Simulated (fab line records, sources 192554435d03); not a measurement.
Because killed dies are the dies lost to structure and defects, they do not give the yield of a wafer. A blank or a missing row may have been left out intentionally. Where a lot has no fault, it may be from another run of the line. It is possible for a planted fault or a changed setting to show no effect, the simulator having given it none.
Code-filled problem report in 8D (eight disciplines) form || flow n5Finfet || the parts of the form that need people (team, actions taken, sign-off) are left out

== 1. THE ISSUE ==
MD_CAP_THK at N5_MOL_CONTACT_COAG_THK_MEAS_29 reads a mean of 15.37 nm on 1 wafer of 1 lot; wafers without a fault read 17.91 nm with a standard deviation of 0.072. Measured from the usual mean, that is -35 standard deviations.
First seen on wafer L936.4, day 8 21:07, on filmMetro-02. At this step, 27 wafers from 9 lots have a number in the record. The rule behind "out" and "out of limits": a value lying over 4 standard deviations away from the usual mean. The other wafers with a number count as sound.

== 2. WHAT THIS IS AND IS NOT ==
{"question": "which readings at this step", "is": "MD_CAP_THK", "is not": "-"}
{"question": "which lots", "is": "L936", "is not": "L921, L924, L929, L931, L933, L939, L942, L944"}
{"question": "which wafers of those lots", "is": "L936.4", "is not": "L936.1, L936.2"}
{"question": "read on which gauges", "is": "filmMetro-02", "is not": "filmMetro-01"}
{"question": "when", "is": "from day 8 21:07", "is not": "up to then (17 sound wafers); but 9 sound wafers of L939, L942, L944 came after"}

== 3. WHAT RULES OUT EACH SUSPECT ==
Counting: any tool at a process step up to the reading remains a suspect provided it ran every lot that is out. Sound lots after the first of them don't rule it out here, since some wafers of a struck lot are sound.
- ruled out: the gauge at N5_MOL_CONTACT_COAG_THK_MEAS_29. All the wafers that are out were read on filmMetro-02, but those of them that N5_PASSIVATION_PROBE_49 has rows for are out there too, on other tools.
- aldSin-03 at N5_GATE_CUT_SAC_CAP_01 (material SiNx, target thk 24 nm, pulse time 1 s, ald cycles 480): kept. L936, the lot that is out, went through it at day 8 04:19; up to then, the latest sound lot through it was L933 at day 7 08:00.
- rieDiel-03 at N5_MOL_CONTACT_COAG_CONTACT_ETCH_14 (etches SiO2 in C4F6/O2, target depth 27.5 nm, overetch 8.5 nm, time 20 s): kept. L936, the lot that is out, went through it at day 8 11:43; up to then, the latest sound lot through it was L924 at day 5 07:23.
- rtpAnneal-01 at N5_MOL_CONTACT_COAG_SIL_ANNEAL_21 (time 60 s): kept. L936, the lot that is out, went through it at day 8 14:04; up to then, the latest sound lot through it was L933 at day 7 16:42.
- In aldSin-03 at N5_GATE_CUT_SAC_CAP_01, the wafers that are out were processed in chamber 2 and their sound lot-mates in chambers 1, 3.
The count leaves aldSin-03 at N5_GATE_CUT_SAC_CAP_01, rieDiel-03 at N5_MOL_CONTACT_COAG_CONTACT_ETCH_14, and rtpAnneal-01 at N5_MOL_CONTACT_COAG_SIL_ANNEAL_21.

== 4. THE CAUSE (what the simulator had put in) ==
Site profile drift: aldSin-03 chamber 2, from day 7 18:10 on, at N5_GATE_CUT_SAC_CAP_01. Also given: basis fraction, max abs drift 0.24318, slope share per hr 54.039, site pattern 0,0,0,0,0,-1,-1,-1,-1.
Counting left 3 suspects, and this tool is among them.

== 5. THE CHAIN OF EFFECTS, in route order ==
Rows list readings where the struck wafers' mean (over those with a number) sits beyond 3 standard deviations from the usual. Only readings whose record carries a usual standard deviation are examined. hours: median over the lots of the time between each lot's start at the first step of this table that gives one and its start at this step. sigmas: the change, counted in usual standard deviations.
{"hours": 0, "step": "N5_MOL_CONTACT_COAG_THK_MEAS_29", "reading": "MD_CAP_THK", "usual": "17.91 nm", "on struck wafers": 15.37, "change": -2.54, "sigmas": -35}
{"hours": 180, "step": "N5_PASSIVATION_PROBE_49", "reading": "killedAtContacts", "usual": 13, "on struck wafers": 57, "change": "+44", "sigmas": "+6.6"}
{"hours": 180, "step": "N5_PASSIVATION_PROBE_49", "reading": "killedDies", "usual": 103, "on struck wafers": 155, "change": "+52", "sigmas": "+3.1"}
{"hours": 180, "step": "N5_PASSIVATION_PROBE_49", "reading": "sort_bin_5_function", "usual": "5.2 %", "on struck wafers": 9.7, "change": "+4.5", "sigmas": "+4.8"}
{"hours": 180, "step": "N5_PASSIVATION_PROBE_49", "reading": "sortNPass", "usual": 1077, "on struck wafers": 1025, "change": -52, "sigmas": -3.1}
The process steps in it:
- N5_PASSIVATION_PROBE_49
Later measuring or inspecting steps at which every struck wafer that the step has a row for has a number for every such reading, and none has moved that far: N5_BEOL_M4_RC_MEAS_101.

== 6. WHAT WOULD HAVE CAUGHT IT SOONER ==
27 hours passed between the start of the fault at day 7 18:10 and the first reading out of limits at a measuring or inspecting step in this record, taken at day 8 21:07.
An alarm limit of 4 standard deviations would not have fired on the tool readings at N5_GATE_CUT_SAC_CAP_01 for which the record gives a usual standard deviation, since none of them was out on any struck wafer.
Each of the lots that are out, 1 in all, had begun N5_GATE_CUT_SAC_CAP_01 on aldSin-03 no later than day 8 21:07. Holding the tool at that point would not have protected any of them.
